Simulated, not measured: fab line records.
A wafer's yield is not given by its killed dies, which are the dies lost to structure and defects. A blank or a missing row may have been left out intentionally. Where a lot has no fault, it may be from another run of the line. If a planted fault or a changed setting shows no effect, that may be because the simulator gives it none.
A struck lot beside a sound one + flow n5_finfet + 34 out of 1938 route steps
Sound: wafers L313.1, L313.3, L313.6. The struck wafers were L319.2, L319.4, L319.6. At the end, the cause is stated.
At each step with rows: each side's tool, then ch and its chambers, then its first start. Under that, the readings that differ: sound wafers + struck wafers + difference of the means + sigmas: that difference in standard deviations of wafers without a fault.
alike: readings whose means differ by less than 2 such deviations, and words and numbers that are the same on both sides. not compared: withheld readings, readings that some wafer has no value for, bounds like >300 that may hide the same value, and numbers for which the record gives no deviation and whose values overlap.
The two part at a step that has a row with sigmas, a row that says differs or no value, or rows on one side only. Non-overlapping numbers with no deviation appear without sigmas and do not part them. A reading missing from all wafers of one side parts the sides only when that side holds two or more wafers.

first, 12 steps without rows for these wafers: N5_BEOL_M0_ALD_136 (deposits TaN, pulse time 2 s, purge time 3 s, co reactant purge time 2 s); N5_BEOL_M0_SURFACE_TREAT_137; N5_BEOL_M0_CVD_115 (deposits Co from CCTBA/H2, time 120 s); N5_BEOL_M0_SPUTTER_116 (material Cu, target thk 4 nm, time 7.37 s); N5_BEOL_M0_ANNEAL_117 (time 60 s); N5_BEOL_M0_SPUTTER_132 (material Cu, target thk 4 nm, time 7.37 s); N5_BEOL_M0_ANNEAL_133 (time 60 s); N5_BEOL_M0_SPUTTER_134 (material Cu, target thk 4 nm, time 7.37 s); N5_BEOL_M0_ANNEAL_135 (time 60 s); N5_BEOL_M0_SPUTTER_141 (material Cu, target thk 4 nm, time 7.37 s); N5_BEOL_M0_ECD_118 (material Cu, target thk 300 nm); N5_BEOL_M0_ANNEAL_119 (time 90 s).
N5_BEOL_M0_CMP_120: polishes, stops on SiOC, t overpolish 6.9 s.
  sound on cmp-03 ch 0,1,3, day 7 14:26; struck on cmp-03 ch 0,3, day 9 10:46
  alike: barrier_field_endpoint_s, motor_current_A, overpolish_run_s, slurry_filter_dp_kPa, time_to_endpoint_s
  not compared: pad_life_wafers
then, 4 steps without rows for these wafers: N5_BEOL_M0_PRE_CLEAN_131 (time 15 s); N5_BEOL_M0_CO_CAP_123 (material Co, precursor CCTBA/H2, target thk 2 nm, time 102.1 s); N5_BEOL_M0_PRE_CLEAN_124 (time 15 s); N5_BEOL_M0_DEP_125 (deposits SiCN from 3MS/NH3, target thk 8 nm, time 14 s).
N5_BEOL_M0_INSPECT_127: inspects for defects (darkfield).
  sound on defect_inspect-02 at day 7 14:59; struck on defect_inspect-02 at day 9 11:21
| reading          | sound    | struck      | difference | sigmas |
|------------------|----------|-------------|------------|--------|
| raw_defect_count | 68 87 72 | 417 404 392 | +329       | +15    |
then, 12 steps without rows for these wafers: N5_BEOL_M1_ILD_DEP_00 (deposits SiOC from DEMS/O2, target thk 79 nm, time 15.3 s); N5_BEOL_M1_PECVD_72 (deposits SiO2 from TEOS/O2, target thk 16 nm, time 18 s); N5_BEOL_M1_HM_DEP_02 (deposits TiN, target thk 20 nm); N5_BEOL_M1_COAT_61 (time 60 s, resist thk 60 nm); N5_BEOL_M1_COAT_62 (time 60 s, resist thk 12 nm); N5_BEOL_M1_COAT_73 (time 60 s, resist thk 5 nm); N5_BEOL_M1_COAT_05 (resist thk 30 nm); N5_BEOL_M1_EBR_07; N5_BEOL_M1_SOFTBAKE_06 (time 60 s); N5_BEOL_M1_EXPOSE_08 (exposes mask M1); N5_BEOL_M1_PEB_09 (peb time 60 s); N5_BEOL_M1_DEVELOP_10 (develop time 30 s).
N5_BEOL_M1_INSPECT_13: inspects for defects (brightfield).
  sound on defect_inspect-02 at day 7 17:34; struck on defect_inspect-02 at day 9 12:32
| reading          | sound       | struck      | difference | sigmas |
|------------------|-------------|-------------|------------|--------|
| raw_defect_count | 364 271 339 | 726 664 659 | +358       | +4     |
then, 1 step without rows for these wafers: N5_BEOL_M1_DESCUM_16 (chemistry O2, time 7 s).
N5_BEOL_M4_RC_MEAS_101:
  sound on prober-02 ch 0, day 9 06:01; struck on prober-02 ch 0, day 11 11:08
  alike: DIBL_N, DIBL_P, IOFF_N, IOFF_P, ION_N, ION_P, SS_N, SS_P, VT_N, VT_P
-- here the record skips 4 days between the struck wafers' starts before and after, leaving off in module BEOL_M4 and picking up in module PASSIVATION (first step shown: number 1936 of the route) --
N5_PASSIVATION_PROBE_49:
  sound on prober-02 at day 13 15:32; struck on prober-01 at day 15 19:34
| reading                  | sound          | struck         | difference | sigmas |
|--------------------------|----------------|----------------|------------|--------|
| defect_limited_yield (%) | 90.8 88.6 89.1 | 68.7 68.0 68.3 | -21.2      | -14    |
| killed_at_M0_to_M3       | 35 53 57       | 303 322 300    | +260       | +28    |
| killed_dies              | 109 135 129    | 369 378 374    | +249       | +15    |
| killed_on_rim            | 22 14 19       | 59 55 46       | +35        | +8     |
| sort_bin_5_function (%)  | 5.8 6.1 6.1    | 19.5 18.1 18.5 | +12.7      | +13    |
| sort_bin_6_memory (%)    | 3.1 4.9 4.2    | 9.5 11.1 11.8  | +6.7       | +10    |
| sort_n_pass              | 1071 1045 1051 | 811 802 806    | -249       | -15    |
| sort_yield_pct (%)       | 90.8 88.6 89.1 | 68.7 68.0 68.3 | -21.2      | -14    |
  alike: killed_at_M4_up, killed_at_contacts, killed_at_front_end, killed_at_other, killed_open, killed_short

WHERE THEY PART
Last at N5_PASSIVATION_PROBE_49 as far as this record goes, first at N5_BEOL_M0_INSPECT_127.

WHY: the cause the simulator had injected
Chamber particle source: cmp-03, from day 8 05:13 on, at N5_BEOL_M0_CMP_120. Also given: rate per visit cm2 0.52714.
